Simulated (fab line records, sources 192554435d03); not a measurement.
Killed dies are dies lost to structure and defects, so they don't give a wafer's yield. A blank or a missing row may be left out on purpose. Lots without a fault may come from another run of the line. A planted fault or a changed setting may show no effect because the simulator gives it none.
Chamber matching | flow n5_finfet | N5_GATE_CUT_CMP_02 on cmp-01: 4 sister chambers
The step polishes, stops on SiO2, t overpolish 12.7 s, target thk 0 nm. 4 wafers are shown with their chamber, then 10 later ones without.

WAFERS WITH THEIR CHAMBER
wafer  | chamber | motor_current_A (A)
L089.4 | 2       | 8.8
L089.5 | 1       | 8.6
L090.2 | 0       | 7.6
L090.3 | 3       | 10.0

WAFERS WITHOUT THEIR CHAMBER
wafer  | motor_current_A (A)
L090.4 | 8.2
L091.1 | 9.4
L091.3 | 9.0
L091.4 | 8.2
L096.1 | 7.4
L096.2 | 8.4
L096.4 | 8.5
L097.4 | 8.3
L097.5 | 9.3
L097.6 | 8.4

WHICH CHAMBER EACH WENT THROUGH
wafer  | from the rows above          | in truth
L090.4 | can't be placed: 1 or 0 or 2 | 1
L091.1 | can't be placed: 2 or 3 or 1 | 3
L091.3 | can't be placed: 2 or 1      | 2
L091.4 | can't be placed: 1 or 0 or 2 | 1
L096.1 | 0                            | 0
L096.2 | can't be placed: 1 or 2 or 0 | 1
L096.4 | can't be placed: 1 or 2      | 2
L097.4 | can't be placed: 1 or 2 or 0 | 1
L097.5 | can't be placed: 2 or 3 or 1 | 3
L097.6 | can't be placed: 1 or 2 or 0 | 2
Placed correctly: 1 of 10. Can't be placed from these rows: 9 (the true chamber is among the candidates in 9). Placed wrongly: 0.
How it was worked out, from the rows above alone: a wafer's distance from a chamber is the root of the sum, over the readings, of the square of ((its reading less the chamber's mean) divided by the reading's scatter). The wafer belongs to the nearest chamber; if the next one is less than 2 further off, it can't be placed. A chamber's mean is the mean of its shown wafers. The scatter: with one shown wafer a chamber, the root of the mean of the squares of how far each hidden wafer lies from its nearest shown one.
